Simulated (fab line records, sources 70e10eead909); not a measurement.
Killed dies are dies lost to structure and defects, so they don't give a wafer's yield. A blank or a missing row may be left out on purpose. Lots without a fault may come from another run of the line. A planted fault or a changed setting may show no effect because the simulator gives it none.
fab line records | flow nand_harc | part 1 of 2: steps 1 to 22 of 29
record lots=5 wafers=15 last_day=33
route steps=1302 shown A_STAIRCASE@882 A_SGD_CUT@890
lots that met no fault: from a run of the same line without faults
start_h: hours from the record's first day to the start of the lot's first wafer shown | wait_h: hours since the lot's step before | " the same as in the row above | L1.1+2: a row that stands for several wafers | - no value, or no start given | * or withheld: withheld | < > ~ a bound
route shown NAME@n: a module of which the file shows steps, and the number in the route of the first | usual: mean/standard deviation of fault-free wafers | same: alike in all rows | chamber/n: place in a boat | sites: the reading at each site | _std_site: their standard deviation | _edge_site: outer sites' mean less inner sites' | radius_mm: how far each site lies from the wafer's centre | mask NAME#n: copy n | behind: the tool/chamber that last shaped the wafer | hold: why the lot was held/for how many hours/how that ended | device: the transistor (n, p or np) that didn't switch | end of line: the same wafers' tests at the end of the route | a step without rows: its recipe alone | killed: dies lost to structure and defects at the first sort, not the wafer's yield | map: a wafer's dies, x killed, . not, _ none there
set.NAME: the setting as run; set.NAME@STEP: as run at that earlier step | model.NAME: the simulator's own value behind a step, which no gauge read
lots at some steps of the route; a table a step, a row a wafer
services: from which hour (start_h, from the record's first day; less than 0 if before it) a tool's chamber was out of use, for how many hours, and why
## steps
# step NHARC_A_STAIRCASE_ETCH_423
# recipe target_depth_a=300 chemistry=dHF material=SiO2
# columns lot.wafer tool chamber start_h wait_h
L078.4+5+1 wet_bench-01 5,0,2 475.35 0.1
L086.5+1+4 wet_bench-01 4,6,7 565.42 0.1
L093.4+6+1 wet_bench-01 6,2,3 620.74 0.1
L094.2+5+4 wet_bench-04 7,2,3 623.65 -
L097.6+1+3 wet_bench-01 4,7,0 667.46 0.1
# step NHARC_A_STAIRCASE_ETCHBACK_157
# recipe target_depth_a=900 over_etch_frac=0.3 time_s=167.14 ion_energy_ev=120 ch3f_flow_sccm=50 o2_flow_sccm=30 ar_flow_sccm=200 rf_w=500 bias_w=100 chemistry=CH3F/O2
# usual drypump_motor_current_A=5.6/0.55 oes_product_au=0.980/0.028 rf_fwd_power_W=497.8/1.7 rf_vpp_V=244.1/1.8 showerhead_plenum_p_Torr=2.44/0.12 throttle_valve_pct=20.663/0.0083
# columns lot.wafer tool chamber start_h wait_h drypump_motor_current_A oes_product_au rf_fwd_power_W rf_hours_counter_h rf_vpp_V showerhead_plenum_p_Torr throttle_valve_pct
L078.1 rie_diel-11 1 475.57 0.1 6.3 0.993 498.1 13 245.0 2.43 20.662
L078.4 " 3 " " 6.2 0.984 497.8 12 247.1 2.63 20.667
L078.5 " 1 " " 6.3 0.989 499.2 - 244.2 2.43 20.663
L086.4 rie_diel-13 1 565.63 0.2 4.8 0.987 497.4 11 242.7 2.37 20.666
L086.1 " 2 " " 5.7 0.987 497.3 12 241.6 2.34 20.663
L086.5 " 3 " " 5.2 0.989 497.9 - 246.5 2.63 20.661
L093.4 rie_diel-13 2 620.96 0.2 5.6 0.965 493.4 34 242.4 2.34 20.679
L093.1 " 0 " " 6.5 0.965 496.6 30 243.2 2.38 20.662
L093.6 " 2 " " 5.7 0.953 498.9 - 242.9 2.34 20.663
L094.2 rie_diel-03 0 623.86 0.2 5.4 0.996 498.2 55 244.3 2.33 20.653
L094.5 " 3 " " 5.9 1.006 496.5 - 246.0 2.48 20.662
L094.4 " 2 " " 5.8 0.987 497.4 - 244.0 2.46 20.652
L097.3 rie_diel-13 0 667.64 0.1 6.5 1.008 498.1 46 241.9 2.37 20.673
L097.1 " 1 " " 4.8 1.013 497.6 42 243.6 2.36 20.670
L097.6 " 1 " " 4.8 0.997 498.6 - 242.5 2.36 20.658
# step NHARC_A_STAIRCASE_STRIP_475
# recipe time_s=20 o2_flow_sccm=500 ar_flow_sccm=0 bias_w=0 chemistry=O2
# usual drypump_motor_current_A=5.6/0.53 oes_product_au=0.999/0.0095 rf_vpp_V=57.8/0.95 showerhead_plenum_p_Torr=3.51/0.16 throttle_valve_pct=17.036/0.0089
# columns lot.wafer tool chamber start_h wait_h drypump_motor_current_A oes_product_au rf_hours_counter_h rf_vpp_V showerhead_plenum_p_Torr throttle_valve_pct
L078.4 rie_diel-11 0 - - 6.0 1.016 13 58.1 3.74 17.029
L078.1 " 2 " " 5.3 1.018 12 59.1 3.40 17.040
L078.5 " 0 " " 6.0 1.004 - 57.4 3.74 17.035
L086.1 rie_diel-13 3 - - 5.3 0.992 14 58.2 3.76 17.037
L086.4 " 1 " " 4.8 0.998 11 58.8 3.41 17.043
L086.5 " 2 " " 5.6 0.994 - 58.3 3.37 17.037
L093.1 rie_diel-13 2 - - 5.6 1.001 34 55.8 3.36 17.029
L093.4 " 1 " " 4.8 1.000 27 58.7 3.40 17.044
L093.6 " 3 " " 5.2 0.999 - 58.2 3.75 17.032
L094.2 rie_diel-03 0 624.07 0.2 5.4 0.994 55 57.3 3.35 17.037
L094.4 " 2 " " 5.9 0.996 - 57.5 3.54 17.032
L094.5 " 0 " " 5.4 0.997 - 57.0 3.35 17.036
L097.3 rie_diel-13 3 - - 5.3 1.002 53 59.5 3.74 17.021
L097.1 " 0 " " 6.5 1.000 46 56.7 3.41 17.048
L097.6 " 1 " " 4.8 0.984 - 54.9 3.39 17.032
# step NHARC_A_STAIRCASE_DEP_471
# recipe target_thk_a=1000 temp_c=400 pressure_torr=6.5 rf_w=900 teos_flow_sccm=161.4 flow_sccm=2650 target_thk_nm=100 gas=O2 material=SiO2
# usual heater_power_outer_w=253/64 heater_power_w=480/91 rf_fwd_power_W=896.8/2.8 susceptor_temp_C=400.00/0.22 throttle_valve_pct=15.8/0.35
# columns lot.wafer tool chamber start_h wait_h heater_power_outer_w heater_power_w rf_fwd_power_W susceptor_temp_C throttle_valve_pct
L078.1 pecvd-02 1 475.86 - 292 519 898.9 399.87 15.4
L078.4 " 1 " " 291 522 897.7 400.00 15.3
L078.5 " 2 " " 140 290 896.0 400.26 15.5
L086.1 pecvd-01 1 565.96 - 355 588 897.2 399.60 16.3
L086.4 " 2 " " 175 392 895.7 400.35 15.5
L086.5 " 0 " " 227 475 894.2 399.85 15.6
L093.1 pecvd-02 1 621.28 - 243 464 900.2 400.01 15.8
L093.4 " 0 " " 283 565 894.1 399.98 15.6
L093.6 " 1 " " 244 458 895.8 399.97 15.8
L094.2 pecvd-02 2 624.16 - 211 394 896.8 399.69 15.5
L094.4 " 0 " " 288 569 894.9 400.22 15.6
L094.5 " 1 " " 262 494 898.1 400.02 15.9
L097.1 pecvd-02 0 667.91 - 294 574 892.2 399.95 15.4
L097.3 " 1 " " 206 413 898.3 400.11 15.9
L097.6 " 1 " " 216 431 896.2 399.91 16.0
# step NHARC_A_STAIRCASE_CMP_472
# recipe material=SiO2
# usual motor_current_A=12.1/1.3
# columns lot.wafer tool chamber start_h wait_h motor_current_A
L078.4 cmp-03 1 476.11 0.1 9.4
L078.1 " 3 " " 12.8
L078.5 " 2 " " 12.2
L086.1 cmp-01 2 566.26 0.3 12.2
L086.4 " 0 " " 13.3
L086.5 " 2 " " 12.5
L093.4 cmp-02 3 621.49 0.1 10.3
L093.1 " 0 " " 13.5
L093.6 " 3 " " 10.1
L094.4 cmp-03 0 624.45 0.2 13.6
L094.2 " 2 " " 11.9
L094.5 " 0 " " 13.9
L097.3 cmp-02 2 668.19 0.2 12.7
L097.1 " 1 " " 12.2
L097.6 " 2 " " 12.7
# step NHARC_A_STAIRCASE_SRD_474
# columns lot.wafer tool chamber start_h wait_h
L078.5+4+1 wet_bench-01 7,0,1 476.37 0.0
L086.4+1+5 wet_bench-04 6,7,0 566.50 0.0
L093.6+1+4 wet_bench-05 0,3,4 621.76 0.0
L094.5+4+2 wet_bench-01 6,2,3 624.69 0.0
L097.6+3+1 wet_bench-05 7,2,4 668.45 0.0
# step NHARC_A_STAIRCASE_INSPECT_155
# usual raw_defect_count=412/110
# columns lot.wafer tool chamber start_h wait_h raw_defect_count
L078.1 defect_inspect-02 - 476.45 0.1 442
L078.4 " - " " 618
L078.5 " - " " 295
L086.1 defect_inspect-02 - 566.57 0.1 510
L086.4 " - " " 464
L086.5 " - " " 676
L093.1 defect_inspect-02 - 621.83 0.1 253
L093.4 " - " " 346
L093.6 " - " " 362
L094.2 defect_inspect-01 - 624.77 0.1 372
L094.4 " - " " 331
L094.5 " - " " 294
L097.1 defect_inspect-02 - 668.53 0.1 359
L097.3 " - " " 379
L097.6 " - " " 416
# step NHARC_A_SGD_CUT_DEP_00
# recipe target_thk_a=500 temp_c=400 target_thk_nm=50 flow_sccm=200 rf_w=450 material=SiNx
# usual heater_power_outer_w=423/78 heater_power_w=695/85 rf_fwd_power_W=447.9/1.5 susceptor_temp_C=400.03/0.23
# columns lot.wafer tool chamber start_h wait_h heater_power_outer_w heater_power_w rf_fwd_power_W susceptor_temp_C
L078.1 pecvd-01 1 476.51 0.1 472 726 447.4 400.21
L078.5 " 1 " " 471 724 447.6 399.84
L078.4 " 0 " " 297 564 448.7 399.80
L086.1 pecvd-03 0 566.67 0.1 464 731 447.8 400.19
L086.5 " 2 " " 367 641 446.9 400.09
L086.4 " 0 " " 473 756 447.3 400.31
L093.1 pecvd-03 1 621.96 0.1 578 852 446.8 400.00
L093.6 " 2 " " 356 622 446.1 400.18
L093.4 " 0 " " 436 696 448.0 399.89
L094.2 pecvd-03 1 624.90 0.1 473 713 448.0 399.85
L094.4 " 2 " " 369 635 448.3 400.17
L094.5 " 0 " " 526 800 445.4 400.50
L097.1 pecvd-03 2 668.63 0.1 395 691 444.5 399.98
L097.3 " 0 " " 443 705 448.1 399.98
L097.6 " 0 " " 449 696 447.0 400.16
# step NHARC_A_SGD_CUT_DEHYDRATE_01
# recipe temp_c=150 time_s=120
# usual chill_plate_temp_C=22.97/0.096
# columns lot.wafer tool chamber start_h wait_h chill_plate_temp_C
L078.1 litho_track-01 0 476.78 0.2 23.12
L078.4 " 0 " " 23.12
L078.5 " 0 " " 23.04
L086.1 litho_track-01 0 566.91 0.2 22.88
L086.4 " 0 " " 22.94
L086.5 " 0 " " 22.98
L093.1 litho_track-06 0 622.17 0.2 22.96
L093.4 " 0 " " 23.03
L093.6 " 0 " " 23.05
L094.2 litho_track-06 0 625.11 0.2 22.96
L094.4 " 0 " " 22.91
L094.5 " 0 " " 22.96
L097.1 litho_track-01 0 668.87 0.2 23.02
L097.3 " 0 " " 22.94
L097.6 " 0 " " 22.83
# step NHARC_A_SGD_CUT_HMDS_02
# recipe time_s=30
# usual chill_plate_temp_C=23.04/0.11
# columns lot.wafer tool chamber start_h wait_h chill_plate_temp_C
L078.1 litho_track-01 0 - - 23.03
L078.4 " 0 " " 23.10
L078.5 " 0 " " 22.94
L086.1 litho_track-01 0 - - 22.97
L086.4 " 0 " " 23.03
L086.5 " 0 " " 23.07
L093.1 litho_track-06 0 - - 23.02
L093.4 " 0 " " 23.03
L093.6 " 0 " " 22.90
L094.2 litho_track-06 0 - - 22.93
L094.4 " 0 " " 22.85
L094.5 " 0 " " 23.03
L097.1 litho_track-01 0 - - 22.99
L097.3 " 0 " " 23.09
L097.6 " 0 " " 23.00
# step NHARC_A_SGD_CUT_COAT_56
# recipe temp_c=260 time_s=75
# usual chill_plate_temp_C=23.01/0.11
# columns lot.wafer tool chamber start_h wait_h chill_plate_temp_C
L078.1 litho_track-01 0 - - 23.10
L078.4 " 0 " " 22.97
L078.5 " 0 " " 23.21
L086.1 litho_track-01 0 - - 22.91
L086.4 " 0 " " 23.02
L086.5 " 0 " " 22.90
L093.1 litho_track-06 0 - - 23.02
L093.4 " 0 " " 23.10
L093.6 " 0 " " 23.16
L094.2 litho_track-06 0 - - 23.12
L094.4 " 0 " " 23.04
L094.5 " 0 " " 23.01
L097.1 litho_track-01 0 - - 22.97
L097.3 " 0 " " 23.20
L097.6 " 0 " " 23.12
# step NHARC_A_SGD_CUT_COAT_57
# recipe temp_c=225 time_s=65
# usual chill_plate_temp_C=23.01/0.099
# columns lot.wafer tool chamber start_h wait_h chill_plate_temp_C
L078.1 litho_track-01 0 - - 22.95
L078.4 " 0 " " 22.91
L078.5 " 0 " " 22.93
L086.1 litho_track-01 0 - - 22.99
L086.4 " 0 " " 23.04
L086.5 " 0 " " 22.99
L093.1 litho_track-06 0 - - 22.91
L093.4 " 0 " " 22.93
L093.6 " 0 " " 22.87
L094.2 litho_track-06 0 - - 23.11
L094.4 " 0 " " 23.02
L094.5 " 0 " " 22.98
L097.1 litho_track-01 0 - - 22.93
L097.3 " 0 " " 22.98
L097.6 " 0 " " 23.10
# step NHARC_A_SGD_CUT_COAT_03
# recipe spin_rpm=1500 resist_thk_nm=90
# usual chill_plate_temp_C=23.00/0.11
# columns lot.wafer tool chamber start_h wait_h chill_plate_temp_C
L078.1 litho_track-01 0 - - 22.98
L078.4 " 0 " " 22.89
L078.5 " 0 " " 22.97
L086.1 litho_track-01 0 - - 22.96
L086.4 " 0 " " 23.08
L086.5 " 0 " " 23.06
L093.1 litho_track-06 0 - - 23.04
L093.4 " 0 " " 23.03
L093.6 " 0 " " 23.12
L094.2 litho_track-06 0 - - 23.14
L094.4 " 0 " " 23.15
L094.5 " 0 " " 23.05
L097.1 litho_track-01 0 - - 22.98
L097.3 " 0 " " 22.81
L097.6 " 0 " " 22.90
# step NHARC_A_SGD_CUT_SOFTBAKE_04
# recipe temp_c=105 time_s=55
# usual chill_plate_temp_C=23.01/0.12
# columns lot.wafer tool chamber start_h wait_h chill_plate_temp_C
L078.1 litho_track-01 0 - - 23.16
L078.4 " 0 " " 23.14
L078.5 " 0 " " 23.15
L086.1 litho_track-01 0 - - 23.15
L086.4 " 0 " " 23.16
L086.5 " 0 " " 23.02
L093.1 litho_track-06 0 - - 23.25
L093.4 " 0 " " 23.09
L093.6 " 0 " " 23.18
L094.2 litho_track-06 0 - - 23.11
L094.4 " 0 " " 23.10
L094.5 " 0 " " 22.94
L097.1 litho_track-01 0 - - 22.86
L097.3 " 0 " " 22.91
L097.6 " 0 " " 22.90
# step NHARC_A_SGD_CUT_EBR_05
# usual chill_plate_temp_C=23.02/0.12
# columns lot.wafer tool chamber start_h wait_h chill_plate_temp_C
L078.1 litho_track-01 0 - - 23.17
L078.4 " 0 " " 23.12
L078.5 " 0 " " 23.11
L086.1 litho_track-01 0 - - 23.16
L086.4 " 0 " " 22.97
L086.5 " 0 " " 22.99
L093.1 litho_track-06 0 - - 23.08
L093.4 " 0 " " 23.19
L093.6 " 0 " " 23.13
L094.2 litho_track-06 0 - - 22.98
L094.4 " 0 " " 22.99
L094.5 " 0 " " 23.03
L097.1 litho_track-01 0 - - 23.11
L097.3 " 0 " " 23.00
L097.6 " 0 " " 22.88
# step NHARC_A_SGD_CUT_EXPOSE_06
# recipe na=1.35 dose_mj=85.59 mask_id=SGD
# usual focus_offset_nm=0.0/0.64
# columns lot.wafer tool chamber start_h wait_h mask focus_offset_nm
L078.1 arfi_scanner-01 0 477.09 - SGD#0 1.2
L078.4 " 0 " " SGD#0 1.2
L078.5 " 0 " " SGD#0 0.4
L086.1 arfi_scanner-03 0 567.09 - SGD#0 1.6
L086.4 " 0 " " SGD#0 0.0
L086.5 " 0 " " SGD#0 1.3
L093.1 arfi_scanner-03 0 622.36 - SGD#0 0.6
L093.4 " 0 " " SGD#0 -0.1
L093.6 " 0 " " SGD#0 1.3
L094.2 arfi_scanner-01 0 625.42 - SGD#0 -0.2
L094.4 " 0 " " SGD#0 1.3
L094.5 " 0 " " SGD#0 0.0
L097.1 arfi_scanner-03 0 669.18 - SGD#0 0.1
L097.3 " 0 " " SGD#0 -0.8
L097.6 " 0 " " SGD#0 -0.4
# step NHARC_A_SGD_CUT_PEB_07
# recipe peb_temp_c=100 peb_time_s=65
# usual chill_plate_temp_C=23.00/0.11
# columns lot.wafer tool chamber start_h wait_h chill_plate_temp_C
L078.1 litho_track-04 0 477.15 0.1 22.95
L078.4 " 0 " " 23.02
L078.5 " 0 " " 23.04
L086.1 litho_track-04 0 567.16 0.1 23.05
L086.4 " 0 " " 23.15
L086.5 " 0 " " 23.08
L093.1 litho_track-04 0 622.42 0.1 22.85
L093.4 " 0 " " 22.88
L093.6 " 0 " " 22.88
L094.2 litho_track-04 0 625.48 0.1 23.04
L094.4 " 0 " " 23.00
L094.5 " 0 " " 23.07
L097.1 litho_track-04 0 669.24 0.1 23.10
L097.3 " 0 " " 22.95
L097.6 " 0 " " 22.94
# step NHARC_A_SGD_CUT_DEVELOP_08
# recipe develop_time_s=35 dev_temp_c=23
# usual chill_plate_temp_C=23.02/0.1
# columns lot.wafer tool chamber start_h wait_h chill_plate_temp_C
L078.1 litho_track-04 0 - - 22.96
L078.4 " 0 " " 23.03
L078.5 " 0 " " 23.01
L086.1 litho_track-04 0 - - 23.14
L086.4 " 0 " " 22.99
L086.5 " 0 " " 22.91
L093.1 litho_track-04 0 - - 22.95
L093.4 " 0 " " 23.02
L093.6 " 0 " " 23.10
L094.2 litho_track-04 0 - - 23.01
L094.4 " 0 " " 22.99
L094.5 " 0 " " 23.05
L097.1 litho_track-04 0 - - 23.16
L097.3 " 0 " " 23.22
L097.6 " 0 " " 22.85
# step NHARC_A_SGD_CUT_CD_MEAS_09
# recipe target_cd_nm=100 landing_energy_ev=500
# usual cd_nm=100.1/0.51
# columns lot.wafer tool chamber start_h wait_h cd_nm
L078.1 cd_sem-02 0 477.23 - 100.4
L078.4 " 0 " " 99.9
L078.5 " 0 " " 100.1
L086.1 cd_sem-02 0 567.23 - 100.0
L086.4 " 0 " " 100.2
L086.5 " 0 " " 100.8
L093.1 cd_sem-03 0 622.50 - 99.6
L093.4 " 0 " " 99.7
L093.6 " 0 " " 100.2
L094.2 cd_sem-02 0 625.56 - 100.9
L094.4 " 0 " " 100.6
L094.5 " 0 " " 100.1
L097.1 cd_sem-01 0 669.32 - 100.4
L097.3 " 0 " " 100.3
L097.6 " 0 " " 100.3
# step NHARC_A_SGD_CUT_OVL_MEAS_10
# usual overlay_x_nm=-0.2/0.9 overlay_y_nm=0.1/0.94
# columns lot.wafer tool chamber start_h wait_h overlay_x_nm overlay_y_nm
L078.1 overlay-01 - 477.32 - 0.1 -0.6
L078.4 " - " " 0.5 -1.1
L078.5 " - " " 0.4 -0.2
L086.1 overlay-02 - 567.32 - -1.9 0.2
L086.4 " - " " -1.5 0.6
L086.5 " - " " -1.4 0.7
L093.1 overlay-02 - 622.59 - 0.6 0.9
L093.4 " - " " 0.0 1.2
L093.6 " - " " 0.2 0.8
L094.2 overlay-01 - 625.65 - -0.4 -1.8
L094.4 " - " " -0.6 -2.1
L094.5 " - " " -0.5 -1.8
L097.1 overlay-01 - 669.41 - -0.7 0.7
L097.3 " - " " -0.5 0.9
L097.6 " - " " -1.1 1.2
# step NHARC_A_SGD_CUT_INSPECT_11
# usual raw_defect_count=55/30
# columns lot.wafer tool chamber start_h wait_h raw_defect_count
L078.1 defect_inspect-02 - 477.36 0.0 65
L078.4 " - " " 68
L078.5 " - " " 59
L086.1 defect_inspect-01 - 567.36 0.0 53
L086.4 " - " " 62
L086.5 " - " " 67
L093.1 defect_inspect-02 - 622.62 0.0 20
L093.4 " - " " 20
L093.6 " - " " 20
L094.2 defect_inspect-01 - 625.69 0.0 19
L094.4 " - " " 24
L094.5 " - " " 18
L097.1 defect_inspect-01 - 669.45 0.0 73
L097.3 " - " " 87
L097.6 " - " " 70
# step NHARC_A_SGD_CUT_DESCUM_14
# recipe time_s=3 o2_flow_sccm=200 ar_flow_sccm=0 bias_power_w=0 chemistry=O2
# usual drypump_motor_current_A=5.8/0.51 oes_product_au=0.997/0.01 rf_vpp_V=57.8/0.9 showerhead_plenum_p_Torr=1.92/0.088 throttle_valve_pct=11.312/0.009
# columns lot.wafer tool chamber start_h wait_h drypump_motor_current_A oes_product_au rf_hours_counter_h rf_vpp_V showerhead_plenum_p_Torr throttle_valve_pct
L078.1 rie_diel-01 2 477.43 0.1 5.4 0.995 4 58.2 1.90 11.302
L078.4 " 3 " " 6.4 1.020 4 58.8 1.99 11.314
L078.5 " 2 " " 5.3 0.992 - 57.2 1.90 11.311
L086.4 rie_diel-07 1 567.44 0.1 6.4 1.001 7 56.7 1.94 11.310
L086.1 " 2 " " 6.3 0.978 7 58.0 1.86 11.303
L086.5 " 0 " " 5.4 0.997 - 56.0 1.80 11.297
L093.4 rie_diel-06 1 622.69 0.1 4.9 0.992 8 56.9 1.82 11.318
L093.1 " 2 " " 5.7 0.980 9 57.2 1.93 11.331
L093.6 " 1 " " 4.9 0.998 - 56.3 1.82 11.319
L094.2 rie_diel-06 3 625.75 0.1 5.8 0.977 9 58.6 2.06 11.294
L094.4 " 2 " " 5.7 0.991 9 57.9 1.93 11.303
L094.5 " 3 " " 5.8 0.982 - 58.0 2.06 11.310
L097.3 rie_diel-01 2 669.51 0.1 5.4 0.998 5 58.7 1.89 11.300
L097.1 " 1 " " 6.5 0.994 5 57.2 1.96 11.328
L097.6 " 3 " " 6.5 0.994 - 59.7 1.99 11.313
